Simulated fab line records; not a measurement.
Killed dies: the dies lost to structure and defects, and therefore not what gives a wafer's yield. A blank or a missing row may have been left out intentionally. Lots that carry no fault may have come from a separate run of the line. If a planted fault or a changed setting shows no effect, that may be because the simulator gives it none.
Lot-split experiment    flow n5 finfet    7 lots, 21 wafers read, on a route of 1938 steps

THE SPLIT ITSELF
At N5_SDB_CUT_ETCH_26 (etches Si in HBr/Cl2/O2, target depth 129.6 nm, bt time 20 s, time 51.8 s), the setting icp w was moved away from the recipe's 800 W on 3 of the 21 wafers read, by -14.8% to +4.6%. For the rest of the wafers, this setting stayed at what the recipe calls for.

The reading comes from the split's own step.

THE READING
etch.depth nm (the simulator's own value, which no gauge read), in nm, at N5_SDB_CUT_ETCH_26 (etches Si in HBr/Cl2/O2, target depth 129.6 nm, bt time 20 s, time 51.8 s). There is no usual value for it anywhere in the file. The 18 wafers here that ran the recipe average 130.7 nm, standard deviation 2.1 nm.

wafer   tool, chamber at the split  icp w as run, W  against the recipe  etch.depth nm, nm  against lot-mates on the recipe
L074.2  rie si-06, 2                800              recipe              132.4              -
L074.3  rie si-06, 1                800              recipe              132.8              -
L074.4  rie si-06, 0                800              recipe              132.1              -
L075.4  rie si-05, 1                800              recipe              130.2              -
L075.5  rie si-05, 2                800              recipe              128                -
L075.6  rie si-05, 3                800              recipe              128.4              -
L078.1  rie si-06, 1                800              recipe              132.8              -
L078.2  rie si-06, 2                800              recipe              133.7              -
L078.5  rie si-06, 3                681.7            -14.8%              120                -13.2
L080.2  rie si-05, 1                725              -9.4%               123.7              -6.7
L080.5  rie si-05, 1                800              recipe              129.5              -
L080.6  rie si-05, 0                800              recipe              131.3              -
L086.2  rie si-06, 1                800              recipe              132.7              -
L086.3  rie si-06, 2                800              recipe              133.4              -
L086.5  rie si-06, 1                800              recipe              131.9              -
L092.1  rie si-02, 2                800              recipe              127.6              -
L092.5  rie si-02, 1                836.5            +4.6%               135.4              +6.8
L092.6  rie si-02, 0                800              recipe              129.7              -
L093.1  rie si-02, 2                800              recipe              127                -
L093.2  rie si-02, 1                800              recipe              131.3              -
L093.6  rie si-02, 0                800              recipe              128.5              -

THE FIT
A straight line over all 21 wafers: etch.depth nm changes by +0.756 nm for each +1% of icp w; r = +0.83; the points scatter about the line by 2.1 nm.
The same after taking each lot's own level away (the mean of its wafers on the recipe; 21 wafers): +0.897 nm for each +1%; r = +0.95; scatter 1.2 nm.
According to that fit, moving icp w by its largest amount changes the reading by 13 nm.
The lots' own levels span 128.65 to 133.25 nm, that is 2.2 times the standard deviation above.
In other words, the slope is changed by the lot-to-lot level; the two fits disagree.
Check: for one of the wafers moved furthest among these (-14.8%), held out of the fit, the line's prediction against its lot-mates is -12.7 nm. Against them it came out at -13.2 nm.

OTHER SPLITS ON THESE WAFERS
Other splits were also applied to these wafers ahead of the reading. Each is held against what the fit with the lots' levels taken away leaves over:
other split on the same wafers  wafers away from the commonest value  r with etch.depth nm (lot level and that fit taken away)
N5_SDB_STRIP_22 power w         6                                     +0.10

THE WHOLE CHAIN: every reading that the file lists as answering this split, in the file's order
step                what it does                                                               reading                                                                change (the file's fit)                r (the file's)
N5_SDB_CUT_ETCH_26  etches Si in HBr/Cl2/O2, target depth 129.6 nm, bt time 20 s, time 51.8 s  SDB.feature depth nm (the simulator's own value, which no gauge read)  +0.877 nm for each +1% of the setting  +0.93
N5_SDB_CUT_ETCH_26  etches Si in HBr/Cl2/O2, target depth 129.6 nm, bt time 20 s, time 51.8 s  etch.depth nm (the simulator's own value, which no gauge read)         +0.879 nm for each +1% of the setting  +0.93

THE FILE'S OWN FIT
etch.depth nm changes by +0.879 nm for each +1% of icp w, r = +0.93.
